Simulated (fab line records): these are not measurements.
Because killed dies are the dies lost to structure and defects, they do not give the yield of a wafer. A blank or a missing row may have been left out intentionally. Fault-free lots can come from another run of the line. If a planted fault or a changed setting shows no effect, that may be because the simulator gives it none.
Chamber matching || flow n5-finfet || rie-diel-04 running N5_HKMG_FIN_DESCUM_53: 4 sister chambers
The step chemistry O2, time 7.9 s. 33 wafers are shown with their chamber, then 12 later ones without.

== WAFERS PAIRED WITH THEIR CHAMBERS ==
{"wafer": "L074.1", "chamber": 2, "showerhead-plenum-p-Torr (Torr)": 2.04, "throttle-valve-pct (%)": 20.45, "oes-product-au (a.u.)": 0.94}
{"wafer": "L074.2", "chamber": 0, "showerhead-plenum-p-Torr (Torr)": 2.25, "throttle-valve-pct (%)": 20.16, "oes-product-au (a.u.)": 0.97}
{"wafer": "L074.3", "chamber": 1, "showerhead-plenum-p-Torr (Torr)": 1.99, "throttle-valve-pct (%)": 20.18, "oes-product-au (a.u.)": 0.75}
{"wafer": "L076.1", "chamber": 0, "showerhead-plenum-p-Torr (Torr)": 2.24, "throttle-valve-pct (%)": 20.18, "oes-product-au (a.u.)": 0.95}
{"wafer": "L076.5", "chamber": 2, "showerhead-plenum-p-Torr (Torr)": 2.04, "throttle-valve-pct (%)": 20.45, "oes-product-au (a.u.)": 0.92}
{"wafer": "L076.6", "chamber": 3, "showerhead-plenum-p-Torr (Torr)": 2.09, "throttle-valve-pct (%)": 20.30, "oes-product-au (a.u.)": 0.75}
{"wafer": "L077.2", "chamber": 1, "showerhead-plenum-p-Torr (Torr)": 1.99, "throttle-valve-pct (%)": 20.20, "oes-product-au (a.u.)": 0.75}
{"wafer": "L077.3", "chamber": 0, "showerhead-plenum-p-Torr (Torr)": 2.24, "throttle-valve-pct (%)": 20.17, "oes-product-au (a.u.)": 0.95}
{"wafer": "L077.6", "chamber": 1, "showerhead-plenum-p-Torr (Torr)": 1.99, "throttle-valve-pct (%)": 20.17, "oes-product-au (a.u.)": 0.75}
{"wafer": "L078.2", "chamber": 3, "showerhead-plenum-p-Torr (Torr)": 2.09, "throttle-valve-pct (%)": 20.31, "oes-product-au (a.u.)": 0.76}
{"wafer": "L078.5", "chamber": 2, "showerhead-plenum-p-Torr (Torr)": 2.04, "throttle-valve-pct (%)": 20.47, "oes-product-au (a.u.)": 0.91}
{"wafer": "L078.6", "chamber": 1, "showerhead-plenum-p-Torr (Torr)": 1.99, "throttle-valve-pct (%)": 20.18, "oes-product-au (a.u.)": 0.76}
{"wafer": "L079.3", "chamber": 2, "showerhead-plenum-p-Torr (Torr)": 2.04, "throttle-valve-pct (%)": 20.46, "oes-product-au (a.u.)": 0.90}
{"wafer": "L079.4", "chamber": 1, "showerhead-plenum-p-Torr (Torr)": 1.99, "throttle-valve-pct (%)": 20.20, "oes-product-au (a.u.)": 0.75}
{"wafer": "L079.6", "chamber": 1, "showerhead-plenum-p-Torr (Torr)": 1.99, "throttle-valve-pct (%)": 20.20, "oes-product-au (a.u.)": 0.75}
{"wafer": "L083.1", "chamber": 1, "showerhead-plenum-p-Torr (Torr)": 1.98, "throttle-valve-pct (%)": 20.21, "oes-product-au (a.u.)": 0.75}
{"wafer": "L083.3", "chamber": 2, "showerhead-plenum-p-Torr (Torr)": 2.03, "throttle-valve-pct (%)": 20.48, "oes-product-au (a.u.)": 0.90}
{"wafer": "L083.5", "chamber": 3, "showerhead-plenum-p-Torr (Torr)": 2.08, "throttle-valve-pct (%)": 20.33, "oes-product-au (a.u.)": 0.74}
{"wafer": "L084.1", "chamber": 2, "showerhead-plenum-p-Torr (Torr)": 2.03, "throttle-valve-pct (%)": 20.48, "oes-product-au (a.u.)": 0.90}
{"wafer": "L084.2", "chamber": 0, "showerhead-plenum-p-Torr (Torr)": 2.24, "throttle-valve-pct (%)": 20.20, "oes-product-au (a.u.)": 0.92}
{"wafer": "L084.3", "chamber": 3, "showerhead-plenum-p-Torr (Torr)": 2.08, "throttle-valve-pct (%)": 20.33, "oes-product-au (a.u.)": 0.74}
{"wafer": "L084.4", "chamber": 1, "showerhead-plenum-p-Torr (Torr)": 1.98, "throttle-valve-pct (%)": 20.23, "oes-product-au (a.u.)": 0.73}
{"wafer": "L084.5", "chamber": 2, "showerhead-plenum-p-Torr (Torr)": 2.03, "throttle-valve-pct (%)": 20.48, "oes-product-au (a.u.)": 0.89}
{"wafer": "L084.6", "chamber": 3, "showerhead-plenum-p-Torr (Torr)": 2.08, "throttle-valve-pct (%)": 20.32, "oes-product-au (a.u.)": 0.75}
{"wafer": "L085.1", "chamber": 3, "showerhead-plenum-p-Torr (Torr)": 2.08, "throttle-valve-pct (%)": 20.34, "oes-product-au (a.u.)": 0.74}
{"wafer": "L085.2", "chamber": 2, "showerhead-plenum-p-Torr (Torr)": 2.03, "throttle-valve-pct (%)": 20.49, "oes-product-au (a.u.)": 0.89}
{"wafer": "L085.6", "chamber": 1, "showerhead-plenum-p-Torr (Torr)": 1.98, "throttle-valve-pct (%)": 20.21, "oes-product-au (a.u.)": 0.74}
{"wafer": "L087.1", "chamber": 3, "showerhead-plenum-p-Torr (Torr)": 2.08, "throttle-valve-pct (%)": 20.35, "oes-product-au (a.u.)": 0.74}
{"wafer": "L087.2", "chamber": 0, "showerhead-plenum-p-Torr (Torr)": 2.24, "throttle-valve-pct (%)": 20.21, "oes-product-au (a.u.)": 0.91}
{"wafer": "L087.3", "chamber": 1, "showerhead-plenum-p-Torr (Torr)": 1.98, "throttle-valve-pct (%)": 20.23, "oes-product-au (a.u.)": 0.74}
{"wafer": "L087.4", "chamber": 2, "showerhead-plenum-p-Torr (Torr)": 2.03, "throttle-valve-pct (%)": 20.49, "oes-product-au (a.u.)": 0.88}
{"wafer": "L087.5", "chamber": 3, "showerhead-plenum-p-Torr (Torr)": 2.08, "throttle-valve-pct (%)": 20.34, "oes-product-au (a.u.)": 0.74}
{"wafer": "L087.6", "chamber": 0, "showerhead-plenum-p-Torr (Torr)": 2.24, "throttle-valve-pct (%)": 20.22, "oes-product-au (a.u.)": 0.91}

SIGNATURES, as means of the wafers listed above
{"reading": "showerhead-plenum-p-Torr", "chamber 0": 2.2417, "chamber 1": 1.9860, "chamber 2": 2.0344, "chamber 3": 2.0825, "scatter within a chamber": 0.0049}
{"reading": "throttle-valve-pct", "chamber 0": 20.1900, "chamber 1": 20.2010, "chamber 2": 20.4722, "chamber 3": 20.3275, "scatter within a chamber": 0.0189}
{"reading": "oes-product-au", "chamber 0": 0.9350, "chamber 1": 0.7470, "chamber 2": 0.9033, "chamber 3": 0.7450, "scatter within a chamber": 0.0153}
Rule: a wafer lies at a distance from a chamber equal to the root of the sum of squares, over the readings, of (its reading less the chamber's mean, divided by the reading's scatter). If the next closest chamber is less than 2 further off than the closest, the wafer can't be placed; otherwise it belongs to the closest. The scatter: take each reading less its chamber's mean, square it, sum over the shown wafers, divide by the number of wafers less the number of chambers, and take the root.

== WAFERS WITHOUT THEIR CHAMBER ==
{"wafer": "L093.3", "showerhead-plenum-p-Torr (Torr)": 2.03, "throttle-valve-pct (%)": 20.51, "oes-product-au (a.u.)": 0.86}
{"wafer": "L093.5", "showerhead-plenum-p-Torr (Torr)": 2.03, "throttle-valve-pct (%)": 20.51, "oes-product-au (a.u.)": 0.86}
{"wafer": "L093.6", "showerhead-plenum-p-Torr (Torr)": 1.98, "throttle-valve-pct (%)": 20.23, "oes-product-au (a.u.)": 0.72}
{"wafer": "L094.1", "showerhead-plenum-p-Torr (Torr)": 2.08, "throttle-valve-pct (%)": 20.36, "oes-product-au (a.u.)": 0.73}
{"wafer": "L094.2", "showerhead-plenum-p-Torr (Torr)": 2.03, "throttle-valve-pct (%)": 20.52, "oes-product-au (a.u.)": 0.86}
{"wafer": "L094.4", "showerhead-plenum-p-Torr (Torr)": 2.23, "throttle-valve-pct (%)": 20.22, "oes-product-au (a.u.)": 0.89}
{"wafer": "L095.2", "showerhead-plenum-p-Torr (Torr)": 1.98, "throttle-valve-pct (%)": 20.23, "oes-product-au (a.u.)": 0.72}
{"wafer": "L095.5", "showerhead-plenum-p-Torr (Torr)": 1.98, "throttle-valve-pct (%)": 20.25, "oes-product-au (a.u.)": 0.72}
{"wafer": "L095.6", "showerhead-plenum-p-Torr (Torr)": 2.03, "throttle-valve-pct (%)": 20.52, "oes-product-au (a.u.)": 0.86}
{"wafer": "L097.2", "showerhead-plenum-p-Torr (Torr)": 2.23, "throttle-valve-pct (%)": 20.22, "oes-product-au (a.u.)": 0.87}
{"wafer": "L097.4", "showerhead-plenum-p-Torr (Torr)": 2.07, "throttle-valve-pct (%)": 20.38, "oes-product-au (a.u.)": 0.73}
{"wafer": "L097.6", "showerhead-plenum-p-Torr (Torr)": 2.02, "throttle-valve-pct (%)": 20.51, "oes-product-au (a.u.)": 0.84}

== EACH ONE'S CHAMBER ==
{"wafer": "L093.3", "from the rows above": 2, "in truth": 2}
{"wafer": "L093.5", "from the rows above": 2, "in truth": 2}
{"wafer": "L093.6", "from the rows above": 1, "in truth": 1}
{"wafer": "L094.1", "from the rows above": 3, "in truth": 3}
{"wafer": "L094.2", "from the rows above": 2, "in truth": 2}
{"wafer": "L094.4", "from the rows above": 0, "in truth": 0}
{"wafer": "L095.2", "from the rows above": 1, "in truth": 1}
{"wafer": "L095.5", "from the rows above": 1, "in truth": 1}
{"wafer": "L095.6", "from the rows above": 2, "in truth": 2}
{"wafer": "L097.2", "from the rows above": 0, "in truth": 0}
{"wafer": "L097.4", "from the rows above": 3, "in truth": 3}
{"wafer": "L097.6", "from the rows above": 2, "in truth": 2}
12 of 12 placed correctly. Number that these rows cannot place: 0. 0 placed wrongly.
